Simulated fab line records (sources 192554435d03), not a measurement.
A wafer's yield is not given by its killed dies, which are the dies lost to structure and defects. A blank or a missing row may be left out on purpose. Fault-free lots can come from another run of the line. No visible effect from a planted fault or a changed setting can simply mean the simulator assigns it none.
fab line records | flow n5-finfet | part 1 of 2: steps 1 to 19 of 27
record: lots: 5 wafers: 15 last-day: 17
route steps=1938 shown BEOL_M3@961
lots untouched by any fault: they come from a run of this same line in which no faults occurred
start-h: hours from the record's first day to the start of the lot's first wafer shown | wait-h: how many hours have passed since the lot's step before this one | " as in the row above | L1.1+2: a row that stands for several wafers | - no value present, or no start provided | * or withheld: withheld | < > ~ a bound
route shown NAME@n: NAME is a module with steps in the file, n the number in the route of the first one | usual: mean/standard deviation of fault-free wafers | same: alike in all rows | chamber/n: place in a boat | sites: each site's reading | _std_site: how widely they spread, as a standard deviation | _edge_site: the outer-site mean with the inner-site mean subtracted | radius-mm: how far each site lies from the wafer's centre | mask NAME#n: copy n | behind: the last tool/chamber to shape the wafer | hold: the reason the lot was held/the length of the hold in hours/how it ended | device: the n, p or np transistor that did not switch | end of line: the route-end tests of the same wafers | a step with no rows: only its recipe | killed: dies that structure and defects cost at the first sort, which is not the same as the wafer's yield | map: the dies of a wafer, with x for killed, . for not killed, _ for no die there
set.NAME: setting as actually run; set.NAME@STEP: the setting as run at that earlier step | model.NAME: the simulator's own value behind a step, which no gauge read
lots seen at some steps along the route; tables by step, rows by wafer
services: from which hour (start-h, from the record's first day; less than 0 if before it) a tool's chamber was out of use, for how many hours, and why
== steps ==
step: N5_BEOL_M3_EBR_24
recipe: solvent: PGMEA ebr-width-mm: 1.5
columns lot.wafer tool chamber start-h wait-h
L078.1+4+5 litho-track-03 0 - -
L079.4+5+6 litho-track-04 0 - -
L086.3+5+6 litho-track-03 0 - -
L091.2+4+5 litho-track-02 0 - -
L093.2+4+6 litho-track-04 0 - -
step: N5_BEOL_M3_SOFTBAKE_23
recipe: temp-c: 110 time-s: 60 resist: CAR-EUV
columns lot.wafer tool chamber start-h wait-h
L078.1+4+5 litho-track-03 0 - -
L079.4+5+6 litho-track-04 0 - -
L086.3+5+6 litho-track-03 0 - -
L091.2+4+5 litho-track-02 0 - -
L093.2+4+6 litho-track-04 0 - -
step: N5_BEOL_M3_EXPOSE_25
recipe: mask-id: V2 na: 0.33 source-shape: quasar sigma-inner: 0.2 sigma-outer: 0.8 polarization: unpolarized defocus-nm: 5 dose-mj: 63
columns lot.wafer tool chamber start-h wait-h mask
L078.1+4+5 euv-scanner-01 0 212.50 - V2#0
L079.4+5+6 euv-scanner-02 0 218.43 - V2#0
L086.3+5+6 euv-scanner-02 0 233.43 - V2#0
L091.2+4+5 euv-scanner-01 0 269.41 - V2#0
L093.2+4+6 euv-scanner-01 0 282.09 - V2#0
step: N5_BEOL_M3_PEB_26
recipe: peb-temp-c: 100 peb-time-s: 60 resist: CAR-EUV
columns lot.wafer tool chamber start-h wait-h
L078.1+4+5 litho-track-04 0 212.58 0.1
L079.4+5+6 litho-track-04 0 218.48 0.0
L086.3+5+6 litho-track-04 0 233.49 0.1
L091.2+4+5 litho-track-02 0 269.48 0.1
L093.2+4+6 litho-track-04 0 282.16 0.1
step: N5_BEOL_M3_DEVELOP_27
recipe: develop-time-s: 30 developer: TMAH resist: CAR-EUV rinse-liquid: surfactant-rinse dry: air-spin dev-temp-c: 23
columns lot.wafer tool chamber start-h wait-h
L078.1+4+5 litho-track-04 0 - -
L079.4+5+6 litho-track-04 0 - -
L086.3+5+6 litho-track-04 0 - -
L091.2+4+5 litho-track-02 0 - -
L093.2+4+6 litho-track-04 0 - -
step: N5_BEOL_M3_CD_MEAS_28
recipe: target-cd-nm: 25.7 landing-energy-ev: 500 detector: se-inlens target-cd-y-nm: 23.3 polarity: opening
usual: cd-nm: 25.68/0.23
columns lot.wafer tool chamber start-h wait-h cd-nm
L078.1 cd-sem-01 0 212.65 - 25.62
L078.4 " 0 " " 25.92
L078.5 " 0 " " 25.65
L079.4 cd-sem-02 0 218.55 - 25.71
L079.5 " 0 " " 25.82
L079.6 " 0 " " 25.75
L086.3 cd-sem-03 0 233.56 - 25.73
L086.5 " 0 " " 25.63
L086.6 " 0 " " 25.49
L091.2 cd-sem-01 0 269.55 - 25.77
L091.4 " 0 " " 25.92
L091.5 " 0 " " 25.78
L093.2 cd-sem-03 0 282.23 - 25.32
L093.4 " 0 " " 25.87
L093.6 " 0 " " 25.73
step: N5_BEOL_M3_OVL_MEAS_29
recipe: points-per-wafer: 522
usual: V2_OVL: 0.5/0.72
columns lot.wafer tool chamber start-h wait-h V2_OVL[nm]
L078.1 overlay-01 0 212.68 0.0 0.5
L078.4 " 0 " " 1.0
L078.5 " 0 " " 0.7
L079.4 overlay-02 0 218.59 0.0 0.7
L079.5 " 0 " " -0.4
L079.6 " 0 " " -0.3
L086.3 overlay-01 0 233.60 0.0 0.6
L086.5 " 0 " " 0.1
L086.6 " 0 " " -0.7
L091.2 overlay-02 0 269.58 0.0 -0.3
L091.4 " 0 " " -0.5
L091.5 " 0 " " -1.2
L093.2 overlay-01 0 282.28 0.0 -0.2
L093.4 " 0 " " 0.5
L093.6 " 0 " " 0.8
step: N5_BEOL_M3_INSPECT_30
recipe: mode: adi inspect-instrument: brightfield
usual: raw-defect-count: 421/90
columns lot.wafer tool chamber start-h wait-h raw-defect-count
L078.1 defect-inspect-01 - 212.74 0.1 470
L078.4 " - " " 317
L078.5 " - " " 311
L079.4 defect-inspect-02 - 218.63 0.0 286
L079.5 " - " " 468
L079.6 " - " " 406
L086.3 defect-inspect-01 - 233.64 0.0 431
L086.5 " - " " 393
L086.6 " - " " 398
L091.2 defect-inspect-02 - 269.63 0.0 335
L091.4 " - " " 280
L091.5 " - " " 373
L093.2 defect-inspect-01 - 282.34 0.1 412
L093.4 " - " " 397
L093.6 " - " " 469
step: N5_BEOL_M3_DESCUM_33
recipe: chemistry: O2 time-s: 7 source-power-w: 50 bias-power-w: 20 pressure-mtorr: 20 rf-frequency-hz: 2.712e+07 temp-c: 40 resist: CAR-EUV o2-flow-sccm: 225
usual: drypump-motor-current-A: 5.73/0.27 oes-product-au: 0.77/0.074 rf-fwd-power-W: 49.38/0.22 rf-vpp-V: 242.9/1.3 showerhead-plenum-p-Torr: 2.07/0.06 throttle-valve-pct: 20.4/0.36
columns lot.wafer tool chamber start-h wait-h drypump-motor-current-A oes-product-au rf-fwd-power-W rf-hours-counter-h rf-vpp-V showerhead-plenum-p-Torr throttle-valve-pct
L078.1 rie-diel-06 1 213.12 0.4 6.26 0.73 49.78 218 242.8 1.97 20.2
L078.4 " 3 " " 5.41 0.83 49.54 57 245.0 2.18 20.2
L078.5 " 0 " " 5.92 0.74 48.85 - 244.2 2.15 20.3
L079.4 rie-diel-05 1 218.67 0.0 5.17 0.71 49.25 184 243.2 2.00 20.8
L079.5 " 0 " " 5.77 0.72 49.39 - 242.9 2.08 20.5
L079.6 " 1 " " 5.16 0.69 49.34 - 240.4 2.00 20.8
L086.3 rie-diel-01 0 233.68 0.0 5.70 0.80 48.99 84 243.0 2.04 20.0
L086.5 " 3 " " 5.82 0.90 49.50 - 243.6 2.11 19.8
L086.6 " 2 " " 5.66 0.70 49.04 - 244.7 2.15 20.6
L091.2 rie-diel-01 0 269.67 0.0 5.65 0.81 49.10 95 243.3 2.04 20.1
L091.4 " 2 " " 5.66 0.69 49.53 233 243.2 2.14 20.6
L091.5 " 1 " " 6.09 0.82 49.61 - 242.3 2.09 20.3
L093.2 rie-diel-01 2 282.38 0.0 5.68 0.68 49.61 237 245.2 2.14 20.6
L093.4 " 3 " " 5.84 0.86 49.52 30 244.1 2.10 19.9
L093.6 " 2 " " 5.68 0.67 49.74 - 245.6 2.14 20.6
step: N5_BEOL_M3_ETCH_77
recipe: chemistry: N2/H2 target: underlayer target-depth-a: 65 mask-material: CAR-EUV time-s: 5.2 ion-energy-ev: 200 pressure-mtorr: 30 source-w: 840 bias-w: 150 n2-flow-sccm: 200 h2-flow-sccm: 200 ends: cleared
usual: drypump-motor-current-A: 5.74/0.27 etch-rf-on-time-s: 5.22/0.19 oes-product-au: 0.66/0.069 rf-fwd-power-W: 818.9/2.7 rf-vpp-V: 523.5/2.8 showerhead-plenum-p-Torr: 2.52/0.084 throttle-valve-pct: 17.8/0.32
columns lot.wafer tool chamber start-h wait-h drypump-motor-current-A etch-rf-on-time-s oes-product-au rf-fwd-power-W rf-hours-counter-h rf-vpp-V showerhead-plenum-p-Torr throttle-valve-pct
L078.1 rie-diel-06 1 213.16 0.0 6.23 5.09 0.62 816.2 218 519.8 2.42 17.7
L078.4 " 3 " " 5.41 5.44 0.70 821.1 57 526.7 2.69 17.8
L078.5 " 0 " " 5.95 5.14 0.64 821.4 - 526.2 2.64 18.0
L079.4 rie-diel-05 1 218.70 0.0 5.17 5.26 0.61 819.3 184 521.7 2.40 18.0
L079.5 " 0 " " 5.76 5.36 0.61 815.1 - 523.6 2.51 17.9
L079.6 " 1 " " 5.19 5.24 0.61 816.2 - 522.2 2.40 17.9
L086.3 rie-diel-01 0 233.71 0.0 5.68 5.21 0.69 819.5 84 522.6 2.46 17.4
L086.5 " 3 " " 5.86 5.05 0.79 819.9 - 525.1 2.57 17.2
L086.6 " 2 " " 5.67 5.18 0.60 817.5 - 526.8 2.63 18.2
L091.2 rie-diel-01 0 269.70 0.0 5.67 5.22 0.67 817.7 95 520.8 2.46 17.4
L091.4 " 2 " " 5.67 5.14 0.60 821.4 233 525.9 2.63 18.2
L091.5 " 1 " " 6.14 5.24 0.68 821.5 - 523.5 2.58 18.0
L093.2 rie-diel-01 2 282.41 0.0 5.65 5.14 0.59 823.1 237 527.1 2.63 18.2
L093.4 " 3 " " 5.85 5.03 0.77 815.9 30 525.4 2.56 17.3
L093.6 " 2 " " 5.66 5.11 0.60 819.4 - 527.8 2.62 18.2
step: N5_BEOL_M3_ETCH_69
recipe: chemistry: CF4 target: SiARC target-depth-a: 156 mask-material: CAR-EUV time-s: 26 ion-energy-ev: 80 pressure-mtorr: 40 source-w: 545 bias-w: 36 Ar_flow_sccm: 100 cf4-flow-sccm: 100 ends: cleared
usual: drypump-motor-current-A: 5.73/0.27 etch-rf-on-time-s: 26.0/0.9 oes-product-au: 0.66/0.069 rf-fwd-power-W: 532.3/2 rf-vpp-V: 184.0/1.2 showerhead-plenum-p-Torr: 2.13/0.068 throttle-valve-pct: 15.60/0.28
columns lot.wafer tool chamber start-h wait-h drypump-motor-current-A etch-rf-on-time-s oes-product-au rf-fwd-power-W rf-hours-counter-h rf-vpp-V showerhead-plenum-p-Torr throttle-valve-pct
L078.1 rie-diel-06 1 213.18 0.0 6.23 25.3 0.63 533.8 218 182.8 2.04 15.49
L078.4 " 3 " " 5.41 27.1 0.69 537.7 57 186.2 2.27 15.71
L078.5 " 0 " " 5.92 26.3 0.63 532.5 - 183.7 2.23 15.69
L079.4 rie-diel-05 1 218.72 0.0 5.19 26.4 0.61 532.7 184 182.6 2.04 15.92
L079.5 " 0 " " 5.78 26.9 0.61 532.4 - 183.2 2.12 15.74
L079.6 " 1 " " 5.16 26.3 0.61 530.3 - 183.8 2.04 15.94
L086.3 rie-diel-01 0 233.73 0.0 5.67 26.0 0.69 531.4 84 182.8 2.08 15.19
L086.5 " 3 " " 5.84 24.9 0.80 530.6 - 183.8 2.20 15.28
L086.6 " 2 " " 5.66 25.8 0.61 531.7 - 184.9 2.19 15.81
L091.2 rie-diel-01 0 269.72 0.0 5.63 25.7 0.69 531.0 95 183.6 2.08 15.21
L091.4 " 2 " " 5.68 25.9 0.59 531.7 233 184.1 2.18 15.83
L091.5 " 1 " " 6.13 26.2 0.69 533.5 - 185.1 2.15 15.56
L093.2 rie-diel-01 2 282.43 0.0 5.67 25.6 0.60 534.3 237 185.5 2.18 15.84
L093.4 " 3 " " 5.87 25.1 0.77 532.1 30 185.5 2.19 15.30
L093.6 " 2 " " 5.65 25.6 0.60 532.5 - 184.2 2.18 15.84
step: N5_BEOL_M3_ALD_98
recipe: material: SiO2 target-thk-a: 25 temp-c: 100 ald-precursor-family: BDEAS ald-co-reactant: O2-plasma pulse-time-s: 1 co-reactant-pulse-time-s: 1 purge-time-s: 2 co-reactant-purge-time-s: 2 ald-cycles: 17 pressure-torr: 2
usual: heater-power-w: 75/6.8 precursor-pulse-height-rel: 1.001/0.02
same: purge-time-s: 2
columns lot.wafer tool chamber start-h wait-h heater-power-w precursor-pulse-height-rel
L078.1 ald-sin-03 1 213.26 0.1 80 0.994
L078.4 " 2 " " 76 1.000
L078.5 " 1 " " 80 1.017
L079.4 ald-sin-03 3 218.84 0.1 67 1.020
L079.5 " 3 " " 67 1.011
L079.6 " 2 " " 78 0.998
L086.3 ald-sin-03 0 234.14 0.4 74 0.996
L086.5 " 1 " " 80 0.964
L086.6 " 0 " " 76 0.986
L091.2 ald-sin-04 1 270.02 0.3 79 0.969
L091.4 " 0 " " 66 0.985
L091.5 " 1 " " 82 1.010
L093.2 ald-sin-01 1 282.65 0.2 75 1.014
L093.4 " 0 " " 73 0.988
L093.6 " 1 " " 75 0.975
step: N5_BEOL_M3_ETCHBACK_99
recipe: chemistry: CHF3 target: SiO2 target-depth-a: 50 time-s: 10.4 source-w: 215 bias-w: 47 Ar_flow_sccm: 200 CHF3_flow_sccm: 12 ion-energy-ev: 100 pressure-mtorr: 30
usual: drypump-motor-current-A: 5.76/0.27 oes-product-au: 0.77/0.072 rf-fwd-power-W: 212.6/0.9 rf-vpp-V: 239/4.9 showerhead-plenum-p-Torr: 2.14/0.079 throttle-valve-pct: 17.06/0.25
columns lot.wafer tool chamber start-h wait-h drypump-motor-current-A oes-product-au rf-fwd-power-W rf-hours-counter-h rf-vpp-V showerhead-plenum-p-Torr throttle-valve-pct
L078.1 rie-diel-06 0 215.93 2.6 5.91 0.74 211.4 155 246 2.26 17.23
L078.4 " 3 " " 5.42 0.83 212.7 57 242 2.29 17.15
L078.5 " 0 " " 5.87 0.75 211.2 - 245 2.26 17.21
L079.4 rie-diel-05 0 231.86 13.0 5.77 0.71 211.9 201 237 2.12 17.17
L079.5 " 0 " " 5.78 0.71 211.6 - 236 2.12 17.19
L079.6 " 1 " " 5.20 0.71 210.5 - 242 2.04 17.35
L086.3 rie-diel-01 3 254.72 20.5 5.85 0.89 212.6 22 234 2.21 16.73
L086.5 " 1 " " 6.10 0.81 213.4 - 246 2.19 17.15
L086.6 " 2 " " 5.68 0.69 213.6 - 237 2.22 17.37
L091.2 rie-diel-01 2 275.45 5.4 5.65 0.69 213.3 235 239 2.22 17.37
L091.4 " 3 " " 5.86 0.89 212.4 28 232 2.20 16.74
L091.5 " 0 " " 5.64 0.79 212.9 - 238 2.10 16.73
L093.2 rie-diel-01 0 294.19 11.5 5.67 0.79 211.3 103 237 2.09 16.73
L093.4 " 1 " " 6.10 0.80 213.0 95 247 2.19 17.19
L093.6 " 1 " " 6.09 0.81 213.1 - 245 2.19 17.19
step: N5_BEOL_M3_ETCH_70
recipe: chemistry: N2/H2 target: SOC target-depth-a: 800 overetch-a: 160 mask-material: SiARC temp-c: 40 time-s: 120 ion-energy-ev: 200 pressure-mtorr: 30 source-w: 840 bias-w: 150 n2-flow-sccm: 200 h2-flow-sccm: 200
usual: drypump-motor-current-A: 5.77/0.27 oes-product-au: 0.59/0.051 rf-fwd-power-W: 835.8/2.4 rf-vpp-V: 523.4/2.5 showerhead-plenum-p-Torr: 2.52/0.086 throttle-valve-pct: 17.77/0.29
columns lot.wafer tool chamber start-h wait-h drypump-motor-current-A oes-product-au rf-fwd-power-W rf-hours-counter-h rf-vpp-V showerhead-plenum-p-Torr throttle-valve-pct
L078.1 rie-diel-06 0 215.96 0.0 5.91 0.57 835.5 155 526.0 2.64 17.93
L078.4 " 3 " " 5.41 0.64 836.5 57 527.8 2.69 17.79
L078.5 " 0 " " 5.94 0.57 832.7 - 527.1 2.64 17.90
L079.4 rie-diel-05 0 231.89 0.0 5.77 0.55 832.1 201 522.0 2.51 17.83
L079.5 " 0 " " 5.78 0.55 834.7 - 525.3 2.51 17.85
L079.6 " 1 " " 5.21 0.55 833.6 - 520.2 2.40 17.91
L086.3 rie-diel-01 3 254.75 0.0 5.87 0.69 834.7 22 526.0 2.56 17.21
L086.5 " 1 " " 6.11 0.62 840.0 - 523.6 2.58 17.94
L086.6 " 2 " " 5.66 0.54 839.4 - 526.2 2.63 18.16
L091.2 rie-diel-01 2 275.48 0.0 5.67 0.54 838.6 235 525.6 2.63 18.18
L091.4 " 3 " " 5.85 0.68 836.4 28 525.1 2.56 17.23
L091.5 " 0 " " 5.65 0.61 833.6 - 521.9 2.46 17.36
L093.2 rie-diel-01 0 294.23 0.0 5.66 0.60 834.0 103 520.5 2.45 17.39
L093.4 " 1 " " 6.09 0.62 838.9 95 524.1 2.58 17.95
L093.6 " 1 " " 6.08 0.62 840.7 - 524.6 2.58 17.97
step: N5_BEOL_M3_STRIP_71
recipe: chemistry: N2/H2 temp-c: 40 n2-flow-sccm: 200 h2-flow-sccm: 200 rf-frequency-hz: 6e+07
columns lot.wafer tool chamber start-h wait-h
L078.1+4+5 rie-diel-06 0,3,0 216.05 0.0
L079.4+5+6 rie-diel-05 0,0,1 231.98 0.0
L086.3+5+6 rie-diel-01 3,1,2 254.83 0.0
L091.2+4+5 rie-diel-01 2,3,0 275.56 0.0
L093.2+4+6 rie-diel-01 0,1,1 294.31 0.0
step: N5_BEOL_M3_STRIP_78
recipe: chemistry: N2/H2 temp-c: 40 n2-flow-sccm: 200 h2-flow-sccm: 200 rf-frequency-hz: 6e+07
columns lot.wafer tool chamber start-h wait-h
L078.1+4+5 rie-diel-06 0,3,0 216.06 0.0
L079.4+5+6 rie-diel-05 0,0,1 231.99 0.0
L086.3+5+6 rie-diel-01 3,1,2 254.84 0.0
L091.2+4+5 rie-diel-01 2,3,0 275.57 0.0
L093.2+4+6 rie-diel-01 0,1,1 294.32 0.0
step: N5_BEOL_M3_VIA_ETCH_34
recipe: chemistry: C4F6/O2 target-depth-a: 694 mask-material: SOC pressure-mtorr: 15 ion-energy-ev: 250 taper-deg: 4 time-s: 65.9 source-w: 350 bias-w: 170 Ar_flow_sccm: 300 C4F6_flow_sccm: 10 O2_flow_sccm: 10
usual: C4F6_flow_sccm: 10.00/0.035 drypump-motor-current-A: 5.76/0.28 oes-product-au: 0.77/0.071 rf-fwd-power-W: 347.3/1.4 rf-vpp-V: 660/13 showerhead-plenum-p-Torr: 2.83/0.099 throttle-valve-pct: 30.7/0.3
columns lot.wafer tool chamber start-h wait-h C4F6_flow_sccm drypump-motor-current-A oes-product-au rf-fwd-power-W rf-hours-counter-h rf-vpp-V showerhead-plenum-p-Torr throttle-valve-pct
L078.1 rie-diel-06 0 216.07 0.0 10.04 5.90 0.75 344.1 155 676 2.98 31.2
L078.4 " 3 " " 10.00 5.44 0.82 346.4 57 670 3.01 30.9
L078.5 " 0 " " 10.04 5.89 0.74 345.4 - 677 2.98 31.2
L079.4 rie-diel-05 0 232.00 0.0 9.95 5.77 0.71 348.1 201 654 2.80 30.5
L079.5 " 0 " " 9.96 5.77 0.71 349.2 - 653 2.80 30.5
L079.6 " 1 " " 9.98 5.17 0.71 345.3 - 669 2.70 30.9
L086.3 rie-diel-01 3 254.85 0.0 10.01 5.84 0.91 347.0 22 642 2.91 30.5
L086.5 " 1 " " 10.00 6.15 0.81 348.2 - 680 2.89 30.9
L086.6 " 2 " " 9.96 5.65 0.70 350.1 - 656 2.92 31.0
L091.2 rie-diel-01 2 275.58 0.0 10.05 5.67 0.69 347.2 235 657 2.92 31.0
L091.4 " 3 " " 10.07 5.88 0.88 348.3 28 641 2.91 30.5
L091.5 " 0 " " 10.05 5.69 0.80 346.9 - 659 2.77 30.2
L093.2 rie-diel-01 0 294.33 0.0 9.97 5.67 0.80 347.7 103 658 2.77 30.2
L093.4 " 1 " " 10.04 6.10 0.81 350.2 95 679 2.89 30.9
L093.6 " 1 " " 10.03 6.10 0.81 350.3 - 680 2.89 30.9
step: N5_BEOL_M3_STRIP_83
recipe: chemistry: C4F6/O2 resist: SiARC rf-frequency-hz: 6e+07
columns lot.wafer tool chamber start-h wait-h
L078.1+4+5 rie-diel-06 0,3,0 216.12 0.0
L079.4+5+6 rie-diel-05 0,0,1 232.05 0.0
L086.3+5+6 rie-diel-01 3,1,2 254.90 0.0
L091.2+4+5 rie-diel-01 2,3,0 275.63 0.0
L093.2+4+6 rie-diel-01 0,1,1 294.38 0.0
step: N5_BEOL_M3_STRIP_36
recipe: chemistry: N2/H2 power-w: 450 temp-c: 40 pressure-mtorr: 20 rf-frequency-hz: 6e+07 overash-fraction: 0.3 bias-power-w: 7 h2-frac: 0.5 n2-flow-sccm: 200 h2-flow-sccm: 200
usual: drypump-motor-current-A: 5.77/0.27 oes-product-au: 0.77/0.07 rf-vpp-V: 59.2/1.4 showerhead-plenum-p-Torr: 2.52/0.086 throttle-valve-pct: 23.6/0.36
columns lot.wafer tool chamber start-h wait-h drypump-motor-current-A oes-product-au rf-hours-counter-h rf-vpp-V showerhead-plenum-p-Torr throttle-valve-pct
L078.1 rie-diel-06 0 216.13 0.0 5.89 0.75 155 59.8 2.63 23.9
L078.4 " 3 " " 5.42 0.84 57 59.8 2.69 23.5
L078.5 " 0 " " 5.92 0.75 - 62.0 2.63 23.9
L079.4 rie-diel-05 0 232.06 0.0 5.79 0.72 201 58.2 2.50 23.4
L079.5 " 0 " " 5.79 0.72 - 60.2 2.50 23.4
L079.6 " 1 " " 5.18 0.70 - 58.4 2.40 23.5
L086.3 rie-diel-01 3 254.91 0.0 5.88 0.90 22 60.0 2.56 22.9
L086.5 " 1 " " 6.11 0.82 - 59.7 2.58 23.8
L086.6 " 2 " " 5.67 0.68 - 61.1 2.62 24.0
L091.2 rie-diel-01 2 275.64 0.0 5.66 0.69 235 58.5 2.62 24.0
L091.4 " 3 " " 5.84 0.88 28 62.2 2.56 22.9
L091.5 " 0 " " 5.67 0.80 - 58.2 2.45 23.0
L093.2 rie-diel-01 0 294.39 0.0 5.67 0.79 103 58.3 2.45 23.1
L093.4 " 1 " " 6.15 0.80 95 58.8 2.57 23.8
L093.6 " 1 " " 6.12 0.82 - 58.1 2.58 23.8
